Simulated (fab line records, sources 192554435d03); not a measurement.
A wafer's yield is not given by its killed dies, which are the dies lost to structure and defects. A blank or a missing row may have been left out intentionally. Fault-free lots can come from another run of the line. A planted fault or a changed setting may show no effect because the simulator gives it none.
A single fault, viewed from 2 desks	flow n5_finfet	what lay behind the numbers comes last; until then each desk has only its own

DESK OF THE TOOL OWNER: rie_diel-02
The tool's own readings at N5_BEOL_M1_TRENCH_ETCH_37 (etches SiOC in C4F6/O2, target depth 55.207 nm, time 29 s): means of the sampled wafers that have a number, for each lot that ran on this tool. A lot is out of limits, marked OUT, if its mean lies more than 4 standard deviations from the usual mean; the brackets give that distance.
Columns: A = bias_w at N5_BEOL_M1_TRENCH_ETCH_37, usual 185.0 W; B = drypump_motor_current_A at N5_BEOL_M1_TRENCH_ETCH_37, usual 5.7 A; C = oes_product_au at N5_BEOL_M1_TRENCH_ETCH_37, usual 0.78 a.u.; D = rf_fwd_power_W at N5_BEOL_M1_TRENCH_ETCH_37, usual 350.7 W; E = rf_vpp_V at N5_BEOL_M1_TRENCH_ETCH_37, usual 664 V; F = showerhead_plenum_p_Torr at N5_BEOL_M1_TRENCH_ETCH_37, usual 2.81 Torr; G = throttle_valve_pct at N5_BEOL_M1_TRENCH_ETCH_37, usual 20.92 %
lot	first seen here	A	B	C	D	E	F	G
L868	day 6 06:44	185.1	5.9	0.84	350.9	663	2.77	20.93
L870	day 6 19:52	184.7	5.2	0.74	350.9	665	2.87	21.04
L876	day 10 05:02	185.2	5.4	1.24 (+5.1) OUT	351.2	664	2.84	20.89
L877	day 10 08:44	184.6	5.4	1.06	350.9	665	2.84	20.87
L889	day 13 22:46	184.5	5.6	0.81	350.9	660	2.79	20.85
L891	day 14 00:01	184.9	5.9	0.76	350.8	657	2.73	20.96
This desk finds L876 out of limits, L876 being first, at day 10 05:02 (oes_product_au at N5_BEOL_M1_TRENCH_ETCH_37). Within limits: L868, L870, L877, L889, L891.

AT THE METROLOGY DESK
What the gauges read, lot by lot, whatever tool the lot ran on: means of the sampled wafers that have a number. A lot is out of limits, marked OUT, if its mean lies more than 4 standard deviations from the usual mean; the brackets give that distance. Shown are 7 of the 12 readings it has, namely the first that went out of limits plus those furthest out on some lot.
Columns: A = trench_depth_nm at N5_BEOL_M1_OCD_MEAS_38, usual 55.2 nm; B = cd_nm at N5_BEOL_M1_CD_MEAS_35, usual 18.00 nm; C = DIBL_N at N5_BEOL_M4_RC_MEAS_101, usual 36.5 mV/V; D = IOFF_N at N5_BEOL_M4_RC_MEAS_101, usual 0.162 nA/um; E = IOFF_P at N5_BEOL_M4_RC_MEAS_101, usual 0.221 nA/um; F = ION_P at N5_BEOL_M4_RC_MEAS_101, usual 466 uA/um; G = SS_P at N5_BEOL_M4_RC_MEAS_101, usual 73.3 mV/dec
lot	first seen here	A	B	C	D	E	F	G
L868	day 6 06:53	55.2	18.15	37.4	0.157	0.210	462	73.3
L870	day 6 20:01	54.3	18.24	36.3	0.152	0.208	465	73.7
L876	day 10 05:11	86.0 (+35) OUT	19.06	-	-	-	-	-
L877	day 10 08:54	71.4 (+18) OUT	18.26	38.1	0.179	0.227	468	72.6
L883	day 12 11:09	55.6	18.06	35.6	0.143	0.183	461	72.8
L887	day 12 19:17	55.0	18.21	37.9	0.201	0.278	475	73.5
L890	day 13 22:55	54.6	17.81	35.2	0.167	0.241	476	72.8
L889	day 13 22:56	56.1	17.69	36.7	0.147	0.196	461	73.1
L891	day 14 00:11	55.3	18.20	38.3	0.186	0.247	467	74.3
This desk finds L876, L877 out of limits, L876 being first, at day 10 05:11 (trench_depth_nm at N5_BEOL_M1_OCD_MEAS_38). Within limits: L868, L870, L883, L887, L890, L889, L891.

ALL TOGETHER
At day 10 05:02, on L876, the tool owner's desk was in a position to raise an alarm.
On L876, L877, the metrology desk was in a position to raise an alarm at day 10 05:11.
On record at the tool owner's desk: L877, within its limits.
All the named lots went through N5_BEOL_M1_TRENCH_ETCH_37 on rie_diel-02.

WHAT THE SIMULATOR PUT IN
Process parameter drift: rie_diel-02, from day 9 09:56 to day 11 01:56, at N5_BEOL_M1_TRENCH_ETCH_37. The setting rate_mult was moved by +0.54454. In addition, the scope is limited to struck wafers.
Lots struck among those shown: L876, L877.
Counting hours from when the fault started, the first reading out of limits came at 19 for the tool owner's desk and at 19 for the metrology desk.
